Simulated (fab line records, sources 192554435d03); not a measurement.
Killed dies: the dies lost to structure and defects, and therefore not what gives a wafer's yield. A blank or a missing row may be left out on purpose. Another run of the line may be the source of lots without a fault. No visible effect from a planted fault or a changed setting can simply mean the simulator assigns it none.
Split-lot experiment + flow n5 finfet + 21 wafers read from 7 lots, route of 1938 steps

THE SPLIT
At N5_SD_EPI_N_COAT_33 (time 60 s, resist thk 35 nm), the setting spin rpm was moved away from the recipe's 1500 rpm on 7 of the 21 wafers read, by -8.7% to +10.3%. The other wafers ran this setting at the recipe's value.

Reading taken at the split's own step.

THE READING
SiARC_of_SD_EPI_N_COAT_33.thk nm (the simulator's own value, which no gauge read), in nm, at N5_SD_EPI_N_COAT_33 (time 60 s, resist thk 35 nm). No usual value for it is given in the file. Here, 14 wafers ran the recipe; their average is 35.1 nm with a standard deviation of 0.14 nm.

| wafer  | tool, chamber at the split | spin rpm as run, rpm | against the recipe | SiARC_of_SD_EPI_N_COAT_33.thk nm, nm | against lot-mates on the recipe |
|--------|----------------------------|----------------------|--------------------|--------------------------------------|---------------------------------|
| L077.3 | litho track-03, 0          | 1370                 | -8.7%              | 36.8                                 | +1.6                            |
| L077.6 | litho track-03, 0          | 1370                 | -8.7%              | 36.8                                 | +1.6                            |
| L077.5 | litho track-03, 0          | 1500                 | recipe             | 35.2                                 | -                               |
| L078.1 | litho track-03, 0          | 1500                 | recipe             | 35                                   | -                               |
| L078.3 | litho track-03, 0          | 1500                 | recipe             | 35                                   | -                               |
| L078.2 | litho track-03, 0          | 1654                 | +10.3%             | 33.4                                 | -1.6                            |
| L083.4 | litho track-01, 0          | 1500                 | recipe             | 35.2                                 | -                               |
| L083.6 | litho track-01, 0          | 1500                 | recipe             | 35.2                                 | -                               |
| L083.5 | litho track-01, 0          | 1613                 | +7.5%              | 33.8                                 | -1.4                            |
| L086.1 | litho track-02, 0          | 1500                 | recipe             | 35                                   | -                               |
| L086.4 | litho track-02, 0          | 1500                 | recipe             | 35                                   | -                               |
| L086.5 | litho track-02, 0          | 1500                 | recipe             | 35                                   | -                               |
| L087.1 | litho track-02, 0          | 1567                 | +4.5%              | 34.2                                 | no lot-mate on the recipe       |
| L087.4 | litho track-02, 0          | 1567                 | +4.5%              | 34.2                                 | no lot-mate on the recipe       |
| L087.6 | litho track-02, 0          | 1567                 | +4.5%              | 34.2                                 | no lot-mate on the recipe       |
| L088.2 | litho track-01, 0          | 1500                 | recipe             | 35.2                                 | -                               |
| L088.3 | litho track-01, 0          | 1500                 | recipe             | 35.2                                 | -                               |
| L088.5 | litho track-01, 0          | 1500                 | recipe             | 35.2                                 | -                               |
| L092.2 | litho track-02, 0          | 1500                 | recipe             | 35                                   | -                               |
| L092.3 | litho track-02, 0          | 1500                 | recipe             | 34.8                                 | -                               |
| L092.5 | litho track-02, 0          | 1500                 | recipe             | 34.8                                 | -                               |

FIT RESULTS
A straight line over all 21 wafers: SiARC_of_SD_EPI_N_COAT_33.thk nm changes by -0.184 nm for each +1% of spin rpm; r = -0.98; the points scatter about the line by 0.14 nm.
The same after taking each lot's own level away (the mean of its wafers on the recipe; 18 wafers): -0.175 nm for each +1%; r = -1.00; scatter 0.071 nm.
The reading moves by 1.8 nm for the largest change in spin rpm, on that fit.
The lots' own levels span 34.87 to 35.20 nm, that is 2.4 times the standard deviation above.
So the lot-to-lot level changes the slope little: the two slopes agree.
Check: for one of the wafers moved furthest among these (+10.3%), held out of the fit, the line's prediction against its lot-mates is -1.9 nm. It came out at -1.6 nm against them.

THE OTHER SPLITS THESE WAFERS WENT THROUGH
Before the reading, these wafers also passed through other splits. Each is held against what the fit with the lots' levels taken away leaves over:
| other split on the same wafers | wafers away from the commonest value | r with SiARC_of_SD_EPI_N_COAT_33.thk nm (lot level and that fit taken away) |
|--------------------------------|--------------------------------------|-----------------------------------------------------------------------------|
| N5_FIN_SAQP_PECVD_06 time s    | 4                                    | +0.47                                                                       |
| N5_FIN_CUT_COAT_19 spin rpm    | 5                                    | +0.20                                                                       |
| N5_FIN_CUT_EXPOSE_05 dose mj   | 10                                   | +0.05                                                                       |

FILE'S OWN FIT
SiARC_of_SD_EPI_N_COAT_33.thk nm changes by -0.172 nm for each +1% of spin rpm, r = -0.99.
